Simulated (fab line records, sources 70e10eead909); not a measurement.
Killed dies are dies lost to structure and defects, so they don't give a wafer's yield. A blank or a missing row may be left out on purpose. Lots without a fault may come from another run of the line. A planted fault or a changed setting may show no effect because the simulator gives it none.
Which tool did it? | flow nand_harc | 13 lots, 38 wafers sampled, at 5 steps of a route of 1302

WHAT THE GAUGES READ, wafer by wafer
NHARC_A_SLIT_CD_MEAS_21. Usual: cd_nm 289.6 nm, standard deviation 0.76.
lot  | measured     | on        | cd_nm (nm)        | flag
L467 | day 20 00:44 | cd_sem-03 | 289.6 289.6 290.5 |
L474 | day 22 21:58 | cd_sem-01 | 289.1 289.0       |
L475 | day 23 23:46 | cd_sem-02 | 289.1 290.2 289.7 |
L480 | day 25 06:19 | cd_sem-02 | 289.7 290.0 288.6 |
L481 | day 26 03:14 | cd_sem-03 | 290.9 289.5 289.6 |
L484 | day 26 18:35 | cd_sem-01 | 289.3 289.8 289.4 |
L482 | day 27 07:03 | cd_sem-01 | 290.3 290.6 290.3 |
L483 | day 27 07:32 | cd_sem-01 | 288.8 288.6 287.6 |
L485 | day 27 10:54 | cd_sem-01 | 290.4 289.8 290.5 |
L486 | day 27 23:38 | cd_sem-02 | 290.7 289.8 290.3 |
L487 | day 28 06:55 | cd_sem-01 | 288.1 288.2 287.3 |
L488 | day 29 03:35 | cd_sem-01 | 289.7 289.7 290.6 |
L490 | day 29 17:32 | cd_sem-01 | 290.3 289.2 290.3 |

NHARC_A_WL_FILL_INSPECT_15. Usual: raw_defect_count 476, standard deviation 140.
lot  | measured     | on                | raw_defect_count | flag
L467 | day 21 04:41 | defect_inspect-01 | 429 479 420      |
L474 | day 24 00:55 | defect_inspect-01 | 466 462          |
L475 | day 25 05:29 | defect_inspect-01 | 472 399 444      |
L480 | day 26 05:25 | defect_inspect-02 | 657 365 384      |
L481 | day 27 04:02 | defect_inspect-01 | 398 320 332      |
L484 | day 27 19:40 | defect_inspect-01 | 604 562 545      |
L482 | day 28 07:44 | defect_inspect-01 | 285 304 295      |
L483 | day 28 07:34 | defect_inspect-01 | 412 530 630      |
L485 | day 28 11:50 | defect_inspect-01 | 400 341 435      |
L486 | day 29 03:47 | defect_inspect-01 | 372 516 504      |
L487 | day 29 09:13 | defect_inspect-01 | 573 636 524      |
L488 | day 30 06:56 | defect_inspect-01 | 338 318 291      |
L490 | day 30 19:45 | defect_inspect-02 | 356 432 574      |

NHARC_END_SORT_01. Usual: killed_at_array 59, standard deviation 16; killed_at_other 0.8, standard deviation 1.1; killed_at_periphery 3.6, standard deviation 2.4; killed_dies 64, standard deviation 16; killed_open 3.4, standard deviation 1.8; killed_short 2.5, standard deviation 1.6.
lot  | measured     | on        | killed_at_array | killed_at_other | killed_at_periphery | killed_dies | killed_open | killed_short | flag
L474 | day 27 08:11 | prober-01 | 57              | 0               | 1                   | 58          | 1           | 5            |
L480 | day 29 10:20 | prober-02 | 38 46 54        | 0 1 0           | 5 7 7               | 43 54 61    | 2 3 5       | 3 3 4        |
L481 | day 30 13:25 | prober-01 | 40 38 51        | 0 0 0           | 4 7 7               | 44 45 58    | 4 3 5       | 1 0 6        |
L484 | day 31 05:10 | prober-02 | 47              | 2               | 1                   | 50          | 2           | 1            |
L482 | day 31 22:25 | prober-01 | 46 51 50        | 1 0 0           | 2 5 3               | 49 56 53    | 4 3 6       | 2 4 2        |
L487 | day 32 20:16 | prober-01 | 53 62 71        | 0 0 0           | 3 1 0               | 56 63 71    | 3 5 3       | 2 3 3        |
L488 | day 33 13:08 | prober-02 | 48 50 44        | 2 4 2           | 10 4 5              | 60 58 51    | 2 4 1       | 2 1 1        |

WHICH TOOL RAN EACH LOT (tool, then ch and the chambers of the sampled wafers, then the start)
lot  | NHARC_A_SLIT_STRIP_18                         | NHARC_A_WL_FILL_ETCHBACK_17
L467 | rie_diel-07 ch 0,1,2, day 20 00:44 or earlier | rie_metal-02 ch 0,1, day 20 22:17
L474 | rie_diel-12 ch 0,1, day 22 21:58 or earlier   | rie_metal-01 ch 1, day 23 18:41
L475 | rie_diel-07 ch 1,2,3, day 23 23:46 or earlier | rie_metal-02 ch 0,1, day 24 20:30
L480 | rie_diel-04 ch 1,3, day 25 06:19 or earlier   | rie_metal-02 ch 0,1, day 25 23:08
L481 | rie_diel-12 ch 1,2, day 26 03:14 or earlier   | rie_metal-01 ch 1, day 26 21:37
L484 | rie_diel-07 ch 0,2,3, day 26 18:35 or earlier | rie_metal-03 ch 0,1, day 27 12:41
L482 | rie_diel-04 ch 0,3, day 27 07:03 or earlier   | rie_metal-03 ch 0,1, day 28 01:17
L483 | rie_diel-07 ch 0,2, day 27 07:32 or earlier   | rie_metal-01 ch 0,1, day 28 01:14
L485 | rie_diel-04 ch 0,1, day 27 10:54 or earlier   | rie_metal-01 ch 0,1, day 28 05:36
L486 | rie_diel-04 ch 0,2,3, day 27 23:38 or earlier | rie_metal-01 ch 0,1, day 28 21:26
L487 | rie_diel-12 ch 0,1, day 28 06:55 or earlier   | rie_metal-01 ch 0,1, day 29 02:51
L488 | rie_diel-12 ch 0,1,3, day 29 03:35 or earlier | rie_metal-01 ch 0,1, day 29 23:52
L490 | rie_diel-12 ch 1,2,3, day 29 17:32 or earlier | rie_metal-03 ch 0,1, day 30 13:23
- NHARC_A_SLIT_STRIP_18: strips in O2.
- NHARC_A_WL_FILL_ETCHBACK_17: etches the open film in Cl2/BCl3, target depth 4 nm, time 26.7 s.

WHAT THE TOOLS THEMSELVES READ (means of the sampled wafers that have a number; where no wafer has one, the mark that the record gives instead)
NHARC_A_SLIT_STRIP_18. Usual: drypump_motor_current_A 5.6 A, standard deviation 0.39; oes_product_au 1.000 a.u., standard deviation 0.01; rf_vpp_V 57.7 V, standard deviation 0.93; showerhead_plenum_p_Torr 3.50 Torr, standard deviation 0.14; throttle_valve_pct 17.037 %, standard deviation 0.0089.
lot  | tool        | drypump_motor_current_A (A) | oes_product_au (a.u.) | rf_vpp_V (V) | showerhead_plenum_p_Torr (Torr) | throttle_valve_pct (%) | flag
L467 | rie_diel-07 | 5.6                         | 0.989                 | 57.0         | 3.50                            | 17.039                 |
L474 | rie_diel-12 | 5.4                         | 1.001                 | 57.4         | 3.45                            | 17.030                 |
L475 | rie_diel-07 | 5.7                         | 0.988                 | 56.8         | 3.49                            | 17.034                 |
L480 | rie_diel-04 | 5.7                         | 1.006                 | 57.9         | 3.59                            | 17.046                 |
L481 | rie_diel-12 | 5.8                         | 0.997                 | 57.4         | 3.33                            | 17.029                 |
L484 | rie_diel-07 | 5.7                         | 0.985                 | 57.1         | 3.40                            | 17.044                 |
L482 | rie_diel-04 | 5.9                         | 1.008                 | 57.6         | 3.57                            | 17.031                 |
L483 | rie_diel-07 | 5.7                         | 0.991                 | 57.6         | 3.41                            | 17.029                 |
L485 | rie_diel-04 | 5.7                         | 0.997                 | 58.3         | 3.67                            | 17.036                 |
L486 | rie_diel-04 | 5.8                         | 1.002                 | 58.7         | 3.61                            | 17.035                 |
L487 | rie_diel-12 | 5.3                         | 1.000                 | 58.1         | 3.49                            | 17.039                 |
L488 | rie_diel-12 | 5.5                         | 0.997                 | 58.0         | 3.45                            | 17.043                 |
L490 | rie_diel-12 | 5.7                         | 0.991                 | 57.7         | 3.37                            | 17.033                 |

NHARC_A_WL_FILL_ETCHBACK_17. Usual: drypump_motor_current_A 5.4 A, standard deviation 0.45; oes_product_au 1.000 a.u., standard deviation 0.0082; run_length_s 48.2 s, standard deviation 0.38.
lot  | tool         | drypump_motor_current_A (A) | oes_product_au (a.u.) | run_length_s (s) | flag
L467 | rie_metal-02 | 5.7                         | 0.998                 | 48.0             |
L474 | rie_metal-01 | 5.1                         | 1.004                 | 47.6             |
L475 | rie_metal-02 | 5.7                         | 1.002                 | 48.1             |
L480 | rie_metal-02 | 5.5                         | 1.008                 | 47.7             |
L481 | rie_metal-01 | 5.1                         | 1.007                 | 48.5             |
L484 | rie_metal-03 | 6.1                         | 0.992                 | 48.5             |
L482 | rie_metal-03 | 6.1                         | 0.992                 | 48.6             |
L483 | rie_metal-01 | 5.1                         | 1.005                 | 48.6             |
L485 | rie_metal-01 | 5.1                         | 1.001                 | 48.1             |
L486 | rie_metal-01 | 5.2                         | 1.000                 | 48.3             |
L487 | rie_metal-01 | 5.2                         | 0.990                 | 48.4             |
L488 | rie_metal-01 | 5.1                         | 1.002                 | 48.0             |
L490 | rie_metal-03 | 6.1                         | 0.989                 | 48.6             |

THE ANSWER, worked out from the rows above alone
Rule: a lot is off if the mean of its wafers that have a number lies more than 3 standard deviations from the usual mean. A lot without any number at a reading at which 4 lots or more have one is off too. The other lots that the step has rows for count as sound. The gauges are gone through in route order, then the tools' own readings, and for those a lot's mean is taken as printed above. The first step at which some lot is off is used, and at that step the reading that is off furthest; a lot without a number counts as furthest.
No lot is off at any reading shown: from this, nothing can be told.

WHAT THE SIMULATOR HAD PUT IN
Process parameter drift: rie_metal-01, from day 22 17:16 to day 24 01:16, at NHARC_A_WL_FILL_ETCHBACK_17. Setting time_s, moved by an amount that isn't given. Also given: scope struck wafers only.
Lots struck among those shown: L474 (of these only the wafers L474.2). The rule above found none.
